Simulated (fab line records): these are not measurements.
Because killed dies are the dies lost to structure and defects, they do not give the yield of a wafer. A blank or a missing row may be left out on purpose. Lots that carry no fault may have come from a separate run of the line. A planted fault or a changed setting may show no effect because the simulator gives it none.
Chamber matching | flow n5 finfet | rie si-06 running N5_FIN_CUT_CUT_ETCH_15: 4 sister chambers
The step etches Si in HBr/Cl2/O2, target depth 100 nm, bt time 10 s, time 42.4 s. 4 wafers are shown with their chamber, then 12 later ones without.

== WAFERS PAIRED WITH THEIR CHAMBERS ==
wafer  | chamber | drypump motor current A (A)
L081.4 | 2       | 6.5
L083.1 | 3       | 5.8
L083.2 | 1       | 5.5
L083.4 | 0       | 6.6

== WAFERS WITH NO CHAMBER GIVEN ==
wafer  | drypump motor current A (A)
L084.1 | 5.8
L084.2 | 5.5
L084.3 | 6.6
L086.2 | 6.6
L086.3 | 5.8
L086.5 | 5.5
L091.2 | 6.7
L091.5 | 6.5
L091.6 | 5.5
L094.1 | 6.5
L094.2 | 6.6
L094.6 | 6.6

== WHICH CHAMBER EACH WENT THROUGH ==
wafer  | from the rows above | in truth
L084.1 | 3                   | 3
L084.2 | 1                   | 1
L084.3 | 0                   | 0
L086.2 | 0                   | 0
L086.3 | 3                   | 3
L086.5 | 1                   | 1
L091.2 | 0                   | 0
L091.5 | 2                   | 2
L091.6 | 1                   | 1
L094.1 | 2                   | 2
L094.2 | 0                   | 0
L094.6 | 0                   | 0
Correctly placed: 12 of 12. Number that these rows cannot place: 0. Number placed wrongly: 0.
How it was worked out, from the rows above alone: a wafer's distance from a chamber is the root of the sum, over the readings, of the square of ((its reading less the chamber's mean) divided by the reading's scatter). The wafer belongs to the nearest chamber; if the next one is less than 2 further off, it can't be placed. For every chamber, the mean is computed from those of its wafers that are shown. The scatter: with one shown wafer a chamber, the root of the mean of the squares of how far each hidden wafer lies from its nearest shown one.
